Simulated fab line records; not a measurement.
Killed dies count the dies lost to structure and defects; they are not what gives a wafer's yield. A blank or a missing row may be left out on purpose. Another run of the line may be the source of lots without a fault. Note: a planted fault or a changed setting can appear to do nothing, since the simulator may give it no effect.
fab line records -- flow nandHarc
record: lots: 6, wafers: 18, lastDay: 23
route steps=1159 shown A_SLIT@803 A_SIN_REMOVE@804 A_WL_FILL@809 A_CONTACT@840 END@1159
lots that met no fault: taken from a fault-free run of the same line
startH: the number of hours between the record's first day and the start of the first shown wafer of the lot -- waitH: hours elapsed since this lot's preceding step -- " identical to the entry in the row above -- L1.1+2: several wafers, shown together as one row -- - no value, or no start was given -- * or withheld: withheld -- < > ~ a bound
route shown NAME@n: NAME is a module with steps in the file, n the number in the route of the first one -- usual: the fault-free wafers' mean and standard deviation -- same: alike in all rows -- chamber/n: place in a boat -- sites: readings site by site -- _std_site: the standard deviation of these -- _edge_site: mean of outer sites minus mean of inner sites -- radiusMm: how far each site lies from the wafer's centre -- mask NAME#n: copy n -- behind: the tool/chamber that last shaped the wafer -- hold: why the lot was held/for how many hours/how that ended -- device: names the non-switching transistor (n, p or np) -- end of line: at the end of the route, the tests of the same wafers -- a step without rows: its recipe alone -- killed: at the first sort, the dies lost to defects and structure; wafer yield is something else -- map: shows each die of a wafer: x if killed, . if not, _ if none is there
set.NAME: the run value of the setting; set.NAME@STEP: its run value at that earlier step -- model.NAME: the simulator's own value behind a step, which no gauge read
a table for each step, a row for each wafer; lots at some steps of the route
services: the hour from which a tool's chamber was out of use, counted from the record's first day as startH (under 0 if before that day), plus the number of hours and why
== steps ==
step: NHARC_A_SLIT_CD_MEAS_21
usual: cdNm: 290.1/1.1
lot.wafer,tool,chamber,startH,waitH,cdNm
L547.2,cdSem-01,-,334.75,-,290.0
L547.3,cdSem-01,-,334.75,-,289.4
L547.6,cdSem-01,-,334.75,-,290.5
L548.1,cdSem-03,-,348.29,-,290.3
L548.2,cdSem-03,-,348.29,-,289.6
L548.4,cdSem-03,-,348.29,-,290.9
L551.1,cdSem-01,-,371.52,-,288.5
L551.3,cdSem-01,-,371.52,-,289.6
L551.6,cdSem-01,-,371.52,-,289.9
L556.2,cdSem-01,-,396.24,-,290.7
L556.4,cdSem-01,-,396.24,-,290.1
L556.5,cdSem-01,-,396.24,-,291.1
L561.1,cdSem-03,-,418.02,-,292.2
L561.3,cdSem-03,-,418.02,-,290.7
L561.6,cdSem-03,-,418.02,-,290.9
L564.2,cdSem-02,-,442.27,-,289.6
L564.4,cdSem-02,-,442.27,-,291.3
L564.6,cdSem-02,-,442.27,-,291.2
step: NHARC_A_SIN_REMOVE_WET_00
recipe: tempC: 160, timeS: 15300, chemistry: H3PO4
step: NHARC_A_SIN_REMOVE_PRECLEAN_01
recipe: timeS: *, tempC: 50, bathAgeMin: 0, chemistry: SC1
step: NHARC_A_SIN_REMOVE_SRD_02
step: NHARC_A_SIN_REMOVE_INSPECT_04
usual: rawDefectCount: 290/65
lot.wafer,tool,chamber,startH,waitH,rawDefectCount
L547.2,defectInspect-02,-,340.88,0.0,271
L547.3,defectInspect-02,-,340.88,0.0,275
L547.6,defectInspect-02,-,340.88,0.0,337
L548.1,defectInspect-01,-,356.03,0.0,303
L548.2,defectInspect-01,-,356.03,0.0,255
L548.4,defectInspect-01,-,356.03,0.0,230
L551.1,defectInspect-01,-,379.20,0.0,304
L551.3,defectInspect-01,-,379.20,0.0,265
L551.6,defectInspect-01,-,379.20,0.0,356
L556.2,defectInspect-02,-,402.18,0.0,242
L556.4,defectInspect-02,-,402.18,0.0,342
L556.5,defectInspect-02,-,402.18,0.0,357
L561.1,defectInspect-02,-,424.08,0.0,283
L561.3,defectInspect-02,-,424.08,0.0,325
L561.6,defectInspect-02,-,424.08,0.0,190
L564.2,defectInspect-01,-,448.45,0.0,264
L564.4,defectInspect-01,-,448.45,0.0,345
L564.6,defectInspect-01,-,448.45,0.0,276
step: NHARC_A_WL_FILL_ALD_00
recipe: targetThkA: 30, pulseTimeS: 3, aldCycles: 30, tempC: 300, material: Al2O3
usual: heaterPowerW: 456/38, precursorPulseHeightRel: 1.002/0.022
lot.wafer,tool,chamber,startH,waitH,heaterPowerW,precursorPulseHeightRel
L547.2,aldHk-01,3,340.98,0.1,491,1.053
L547.3,aldHk-01,1,340.98,0.1,484,1.003
L547.6,aldHk-01,3,340.98,0.1,487,1.030
L548.2,aldHk-02,1,356.12,0.1,368,0.969
L548.4,aldHk-02,2,356.12,0.1,489,0.988
L548.1,aldHk-02,3,356.12,0.1,467,1.003
L551.3,aldHk-02,3,379.48,0.3,455,1.024
L551.1,aldHk-02,0,379.48,0.3,462,0.999
L551.6,aldHk-02,2,379.48,0.3,503,1.023
L556.4,aldHk-04,0,404.08,1.9,478,0.986
L556.2,aldHk-04,1,404.08,1.9,434,0.986
L556.5,aldHk-04,3,404.08,1.9,468,1.005
L561.3,aldHk-02,2,424.15,0.1,493,1.011
L561.1,aldHk-02,0,424.15,0.1,446,0.990
L561.6,aldHk-02,3,424.15,0.1,457,0.971
L564.4,aldHk-04,3,448.52,0.1,466,0.974
L564.2,aldHk-04,2,448.52,0.1,409,0.970
L564.6,aldHk-04,0,448.52,0.1,470,1.002
step: NHARC_A_WL_FILL_RTA_01
recipe: tempC: 1000, timeS: 5
step: NHARC_A_WL_FILL_ALD_02
recipe: targetThkA: 20, pulseTimeS: 3, aldCycles: 100, tempC: 450, material: TiN
usual: heaterPowerW: 1117/110, precursorPulseHeightRel: 1.001/0.019
lot.wafer,tool,chamber,startH,waitH,heaterPowerW,precursorPulseHeightRel
L547.2,aldMetal-01,1,341.51,0.2,1037,0.998
L547.3,aldMetal-01,3,341.51,0.2,978,1.042
L547.6,aldMetal-01,2,341.51,0.2,962,1.005
L548.2,aldMetal-04,1,356.58,0.2,1263,0.998
L548.1,aldMetal-04,2,356.58,0.2,1096,0.991
L548.4,aldMetal-04,0,356.58,0.2,1291,0.990
L551.1,aldMetal-04,0,380.01,0.2,1293,0.977
L551.3,aldMetal-04,2,380.01,0.2,1142,1.014
L551.6,aldMetal-04,3,380.01,0.2,1134,0.989
L556.2,aldMetal-03,1,404.77,0.3,1228,1.013
L556.4,aldMetal-03,3,404.77,0.3,1136,1.010
L556.5,aldMetal-03,0,404.77,0.3,1142,1.002
L561.1,aldMetal-03,1,424.67,0.2,1236,0.990
L561.3,aldMetal-03,2,424.67,0.2,1021,1.009
L561.6,aldMetal-03,0,424.67,0.2,1157,1.022
L564.4,aldMetal-03,2,449.03,0.1,995,0.993
L564.2,aldMetal-03,3,449.03,0.1,1136,0.999
L564.6,aldMetal-03,1,449.03,0.1,1218,0.973
step: NHARC_A_WL_FILL_CVD_03
recipe: targetThkA: 400, tempC: 300, pressureTorr: 40, wf6FlowSccm: 40, h2FlowSccm: 1600, arFlowSccm: 1560, timeS: 3302, material: W
step: NHARC_A_WL_FILL_ETCHBACK_04
recipe: targetDepthA: 600, timeS: 120, chemistry: NF3
usual: drypumpMotorCurrentA: 5.5/0.38, oesProductAu: 0.995/0.0099
lot.wafer,tool,chamber,startH,waitH,drypumpMotorCurrentA,oesProductAu,rfHoursCounterH
L547.2,rieMetal-01,0,347.72,2.9,5.5,1.005,0.2
L547.3,rieMetal-01,0,347.72,2.9,5.5,1.015,-
L547.6,rieMetal-01,1,347.72,2.9,6.0,1.001,-
L548.1,rieMetal-01,1,361.33,2.4,6.0,0.979,0.5
L548.2,rieMetal-01,0,361.33,2.4,5.5,0.999,0.5
L548.4,rieMetal-01,1,361.33,2.4,6.0,0.994,-
L551.1,rieMetal-03,1,386.43,2.9,5.2,0.987,2.8
L551.3,rieMetal-03,1,386.43,2.9,5.2,0.985,-
L551.6,rieMetal-03,0,386.43,2.9,5.7,0.985,-
L556.2,rieMetal-01,1,412.70,2.8,6.0,1.002,2.2
L556.4,rieMetal-01,0,412.70,2.8,5.5,0.993,-
L556.5,rieMetal-01,1,412.70,2.8,6.0,0.990,-
L561.1,rieMetal-01,1,428.40,2.9,6.0,1.000,2.5
L561.3,rieMetal-01,1,428.40,2.9,6.0,1.002,-
L561.6,rieMetal-01,0,428.40,2.9,5.5,0.985,-
L564.2,rieMetal-01,0,453.48,2.8,5.5,0.981,3.4
L564.4,rieMetal-01,0,453.48,2.8,5.5,0.984,-
L564.6,rieMetal-01,0,453.48,2.8,5.5,0.987,-
step: NHARC_A_WL_FILL_ETCHBACK_05
recipe: targetDepthA: 220, timeS: 60, tempC: 40, chemistry: Cl2/BCl3
usual: drypumpMotorCurrentA: 5.5/0.38, oesProductAu: 0.995/0.011
lot.wafer,tool,chamber,startH,waitH,drypumpMotorCurrentA,oesProductAu,rfHoursCounterH
L547.2,rieMetal-01,1,347.93,0.2,6.0,0.986,0.4
L547.3,rieMetal-01,0,347.93,0.2,5.5,0.996,-
L547.6,rieMetal-01,0,347.93,0.2,5.5,0.985,-
L548.2,rieMetal-01,0,361.57,0.2,5.5,0.994,0.7
L548.1,rieMetal-01,1,361.57,0.2,6.0,0.985,0.7
L548.4,rieMetal-01,1,361.57,0.2,6.0,0.994,-
L551.1,rieMetal-03,0,386.64,0.2,5.7,0.987,3.0
L551.3,rieMetal-03,0,386.64,0.2,5.7,0.983,-
L551.6,rieMetal-03,1,386.64,0.2,5.2,0.990,-
L556.2,rieMetal-01,1,412.91,0.2,6.0,0.996,2.3
L556.4,rieMetal-01,0,412.91,0.2,5.5,0.998,-
L556.5,rieMetal-01,0,412.91,0.2,5.5,0.995,-
L561.1,rieMetal-01,0,428.64,0.2,5.5,0.990,2.6
L561.3,rieMetal-01,1,428.64,0.2,6.0,0.994,-
L561.6,rieMetal-01,1,428.64,0.2,6.0,1.007,-
L564.2,rieMetal-01,1,453.72,0.2,6.0,0.994,3.6
L564.4,rieMetal-01,0,453.72,0.2,5.5,0.986,-
L564.6,rieMetal-01,1,453.72,0.2,6.0,0.998,-
step: NHARC_A_WL_FILL_STRIP_27
recipe: powerW: 1500, tempC: 250, timeS: 20, chemistry: N2/H2
step: NHARC_A_WL_FILL_STRIP_28
recipe: timeS: 1200, tempC: 72.5, chemistry: postEtchResidueRemover
step: NHARC_A_WL_FILL_PRECLEAN_06
recipe: timeS: 300, chemistry: DIW
step: NHARC_A_WL_FILL_SRD_07
step: NHARC_A_WL_FILL_ANNEAL_08
recipe: tempC: 450, timeS: 1800
step: NHARC_A_WL_FILL_ALD_10
recipe: targetThkA: 500, pulseTimeS: 10, aldCycles: 500, tempC: 300, material: SiO2
step: NHARC_A_WL_FILL_ETCHBACK_16
recipe: targetDepthA: 880, timeS: 17.6, c4f8FlowSccm: withheld, o2FlowSccm: 8, arFlowSccm: withheld, rfW: 600, biasW: 800, chemistry: C4F8/O2/Ar
usual: oesProductAu: 0.980/0.03, rfVppV: 724/3.8
lot.wafer,tool,chamber,startH,waitH,oesProductAu,rfHoursCounterH,rfVppV
L547.3,rieDiel-06,1,-,-,0.998,3.7,716
L547.2,rieDiel-06,2,-,-,0.977,3.5,722
L547.6,rieDiel-06,0,-,-,0.975,-,729
L548.1,rieDiel-06,1,-,-,0.990,4.6,715
L548.2,rieDiel-06,2,-,-,0.989,4.5,724
L548.4,rieDiel-06,2,-,-,0.987,-,724
L551.1,rieDiel-09,3,-,-,0.993,7.5,729
L551.3,rieDiel-09,2,-,-,0.998,7.8,725
L551.6,rieDiel-09,3,-,-,0.997,-,729
L556.4,rieDiel-09,1,-,-,0.988,8.0,724
L556.2,rieDiel-09,2,-,-,0.991,9.5,724
L556.5,rieDiel-09,0,-,-,1.021,-,729
L561.3,rieDiel-02,0,-,-,0.957,2.6,718
L561.1,rieDiel-02,2,-,-,0.963,2.5,723
L561.6,rieDiel-02,1,-,-,0.981,-,725
L564.2,rieDiel-06,1,-,-,1.008,1.6,715
L564.4,rieDiel-06,2,-,-,0.984,1.6,724
L564.6,rieDiel-06,0,-,-,0.982,-,727
step: NHARC_A_WL_FILL_STRIP_29
recipe: timeS: 20, o2FlowSccm: 500, arFlowSccm: 0, biasW: 0, chemistry: O2
usual: drypumpMotorCurrentA: 5.6/0.49, oesProductAu: 0.993/0.013, rfVppV: 57.9/0.71, showerheadPlenumPTorr: 3.56/0.13, throttleValvePct: 17.037/0.0094
lot.wafer,tool,chamber,startH,waitH,drypumpMotorCurrentA,oesProductAu,rfHoursCounterH,rfVppV,showerheadPlenumPTorr,throttleValvePct
L547.3,rieDiel-06,0,356.70,0.1,5.0,0.999,3.6,58.1,3.70,17.043
L547.2,rieDiel-06,2,356.70,0.1,5.0,0.992,3.6,57.7,3.55,17.033
L547.6,rieDiel-06,1,356.70,0.1,6.1,1.007,-,58.4,3.30,17.051
L548.2,rieDiel-06,0,376.68,0.1,5.0,0.982,4.5,59.2,3.70,17.039
L548.1,rieDiel-06,1,376.68,0.1,6.1,0.985,4.6,58.1,3.30,17.031
L548.4,rieDiel-06,1,376.68,0.1,6.1,0.989,-,58.2,3.30,17.026
L551.3,rieDiel-09,0,395.65,0.1,5.6,1.018,7.3,58.4,3.66,17.033
L551.1,rieDiel-09,2,395.65,0.1,6.0,0.989,7.8,56.8,3.56,17.031
L551.6,rieDiel-09,2,395.65,0.1,6.1,1.005,-,57.4,3.56,17.049
L556.2,rieDiel-09,0,423.24,0.1,5.6,1.009,8.9,57.3,3.66,17.026
L556.4,rieDiel-09,1,423.24,0.1,5.5,0.980,8.1,57.2,3.52,17.049
L556.5,rieDiel-09,3,423.24,0.1,5.5,0.986,-,57.2,3.71,17.035
L561.1,rieDiel-02,2,439.32,0.1,6.4,0.984,2.5,58.2,3.57,17.044
L561.3,rieDiel-02,3,439.32,0.1,6.3,0.997,1.5,58.1,3.70,17.025
L561.6,rieDiel-02,0,439.32,0.1,4.8,0.980,-,55.4,3.34,17.035
L564.2,rieDiel-06,0,464.74,0.1,5.0,1.000,1.7,58.2,3.70,17.046
L564.4,rieDiel-06,2,464.74,0.1,5.0,0.986,1.6,57.8,3.55,17.028
L564.6,rieDiel-06,0,464.74,0.1,5.0,0.998,-,58.7,3.70,17.053
step: NHARC_A_WL_FILL_ETCHBACK_17
recipe: targetDepthA: 40, timeS: 26.7, chemistry: Cl2/BCl3
step: NHARC_A_WL_FILL_PRECLEAN_18
recipe: timeS: 30, chemistry: dHF
step: NHARC_A_WL_FILL_SRD_21
step: NHARC_A_WL_FILL_CVD_23
recipe: targetThkA: 400, tempC: 620, pressureMtorr: 200, timeS: 800, material: poly-Si
step: NHARC_A_WL_FILL_ETCHBACK_26
recipe: targetDepthA: 520, timeS: 13.3, hbrFlowSccm: 150, rfW: 350, icpW: 350, biasW: 60, chemistry: HBr
step: NHARC_A_WL_FILL_PRECLEAN_30
recipe: timeS: 10, chemistry: dHF
step: NHARC_A_WL_FILL_SRD_14
step: NHARC_A_WL_FILL_ALD_19
recipe: targetThkA: 20, pulseTimeS: 3, aldCycles: 100, tempC: 450, material: TiN
step: NHARC_A_WL_FILL_CVD_20
recipe: targetThkA: 750, tempC: 300, pressureTorr: 40, wf6FlowSccm: 40, h2FlowSccm: 1600, arFlowSccm: 1560, timeS: 5064, material: W
step: NHARC_A_WL_FILL_CMP_12
recipe: tOverpolishS: 30, targetThkNm: 75
step: NHARC_A_WL_FILL_SRD_31
step: NHARC_A_CONTACT_DEP_24
recipe: targetThkA: 5000, tempC: 400, pressureTorr: 6.5, rfW: 900, teosFlowSccm: 161.4, flowSccm: 2650, targetThkNm: 500, gas: O2, material: SiO2
step: NHARC_A_CONTACT_DEP_28
recipe: targetThkA: 36000, tempC: 400, material: aC
step: NHARC_A_CONTACT_DEP_29
recipe: targetThkA: 700, targetThkNm: 70, tempC: 400, pressureTorr: 3.5, flowSccm: 200, rfW: 350, material: SiON
step: NHARC_A_CONTACT_DEHYDRATE_32
recipe: tempC: 150, timeS: 120
step: NHARC_END_SORT_01
recipe: tempC: 25
usual: killedAtArray: 27/9.9, killedAtOther: 0.5/0.76, killedAtPeriphery: 3.4/2.2, killedDies: 31/10, killedOpen: 3.3/2, killedShort: 2.0/1.5
same: grossDies: 677
lot.wafer,tool,chamber,startH,waitH,killedAtArray,killedAtOther,killedAtPeriphery,killedDies,killedOpen,killedShort
L551.3,prober-02,0,485.52,3.1,36,0,5,41,1,0
L551.6,prober-02,0,487.93,4.0,53,2,4,59,4,3
L561.1,prober-01,0,541.47,2.5,106,0,4,110,2,0
L564.4,prober-01,0,552.69,3.4,96,0,3,99,3,3
killed by level:class
L551.3 A_CHANNEL_HOLE_D1:chamberFilmFlake=18 A_SLIT:chamberFilmFlake=12 P_GATE:chamberFilmFlake=4 A_STAIRCASE:chamberFilmFlake=3 A_WL_FILL:geometricParticle:open=1 P_STI:chamberFilmFlake=1 A_ZERO_WELL:chamberFilmFlake=1 A_CONTACT:chamberFilmFlake=1
L551.6 A_CHANNEL_HOLE_D1:chamberFilmFlake=19 A_SLIT:chamberFilmFlake=15 A_STAIRCASE:chamberFilmFlake=9 A_CONTACT:chamberFilmFlake=3 A_CONTACT:geometricParticle:open=2 P_GATE:chamberFilmFlake=2 THIN_TSV:chamberFilmFlake=2 P_M0:geometricParticle:open=1
L561.1 A_WL_FILL:unspecified=79 A_CHANNEL_HOLE_D1:chamberFilmFlake=23 P_ZERO_WELL:chamberFilmFlake=3 A_SGD_CUT:geometricParticle:open=1 A_CONTACT:geometricParticle:open=1 P_BONDPAD:chamberFilmFlake=1 A_SGD_CUT:chamberFilmFlake=1 A_CONTACT:chamberFilmFlake=1
L564.4 A_WL_FILL:unspecified=77 A_CHANNEL_HOLE_D1:chamberFilmFlake=7 A_CONTACT:chamberFilmFlake=5 A_ONON_D1:geometricParticle:short=2 P_CONTACT:geometricParticle:open=1 A_WL_FILL:geometricParticle:open=1 A_CONTACT:geometricParticle:short=1 A_BLC:geometricParticle:open=1
map L561.1 (x killed, . not)
____________.____________
_________......._________
_______..........x_______
______.............______
_____..............._____
____...............x.____
____......x.....xx...____
___...................___
___.....x.............___
__.....................__
__.....................__
_...............x......._
_......................._
_............xx........._
_...........xxxxxx......_
_.........x.xxxxx......._
..........xxxxxx..x......
..........xxxxxxx........
.........xxxxxxxx........
.........xxxxxxxx........
........x.xxxxxxxx.......
_........xxxxxxxx......._
_........xxxxxxxx......._
_.....x..xxxxxxxx......._
_......xxxxxxxx....x...._
_..x..x.x.x.xxx........._
__.....x..x............__
__.....x.....x.........__
___....x..............___
___....x..............___
____.......x.........____
____.....x...........____
_____.....x........._____
______.............______
_______..........._______
_________......._________
____________.____________
map L564.4 (x killed, . not)
____________.____________
_________......._________
_______..........._______
______.............______
_____..............._____
____...x........x....____
____...........x....x____
___..................x___
___.x.................___
__x....................__
__............xx.......__
_.............x.x....x.._
_................x......_
_...........xxxx........_
_x......x...xx.x........_
_.........xxxxxxx......._
..........xxxxxxx........
.........xxxxxxx.x.......
.........xxxxxxx.x.......
..........xxxxxxx........
.........xxxxxxxx........
_.........xxxxxxxx......_
_........xxxxxxx........_
_...........xxx........._
_.....x....x.xxx........_
_..........xx..........._
__.......x...x.x.......__
__................x...x__
___...................___
___..................x___
____.................____
____..............x..____
_____..............._____
______.............______
_______..........._______
_________......._________
____________.____________
== services ==
tool,chamber,startH,hours,kind
aldMetal-03,-,322.00,10.0,pm
rieDiel-02,-,327.70,9.0,pm
rieMetal-01,-,332.00,9.0,pm
rieMetal-01,0,332.00,9.0,ventCycle
rieMetal-01,1,332.00,9.0,ventCycle
rieDiel-02,3,338.68,22.9,repair
rieMetal-01,0,341.00,-,clean
aldMetal-03,3,362.03,10.6,repair
rieDiel-06,3,368.17,9.8,repair
aldHk-04,-,372.06,10.0,pm
rieDiel-02,-,372.89,4.7,repair
rieDiel-02,3,379.57,9.0,repair
rieDiel-09,1,390.44,19.3,repair
aldMetal-03,2,395.03,22.2,repair
aldMetal-04,-,406.00,10.0,pm
aldHk-01,-,410.04,10.0,pm
rieDiel-06,-,418.20,9.0,pm
rieMetal-03,0,427.03,8.8,repair
rieDiel-09,-,431.17,9.0,pm
aldMetal-01,3,439.75,14.2,repair
rieDiel-09,3,449.04,6.7,repair
rieMetal-03,-,453.00,9.0,pm
aldMetal-01,-,458.00,10.0,pm
aldHk-02,-,459.27,10.0,pm
== key ==
firstSign: step: NHARC_END_SORT_01, reading: killedAtArray, direction: up, sigmas: 7.5, usual: 27, struck: 101
effect: step: NHARC_END_SORT_01, reading: killedDies, direction: up, sigmas: 7.4, usual: 31, struck: 104
moreKillsBornAt: NHARC_A_WL_FILL_ETCHBACK_05@rieMetal-01: 156
metAt NHARC_A_WL_FILL_ETCHBACK_05
struckWafers L561.1,L564.4
testerLeftOut L561,L564
onsetBetween 412.91 428.64
fault: kind: chamberParticleSource, tool: rieMetal-01, chamber: 0, onsetH: 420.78, steps: NHARC_A_WL_FILL_ETCHBACK_05, ratePerVisitCm2: 0.69247, endH: 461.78
testerLeftOut: of these lots the tester's yield and bins aren't shown, on N5 and GAA mostly nor the transistor test; their killed dies are dies lost to structure and defects alone, not to doping, threshold or leakage, so they don't give the yield
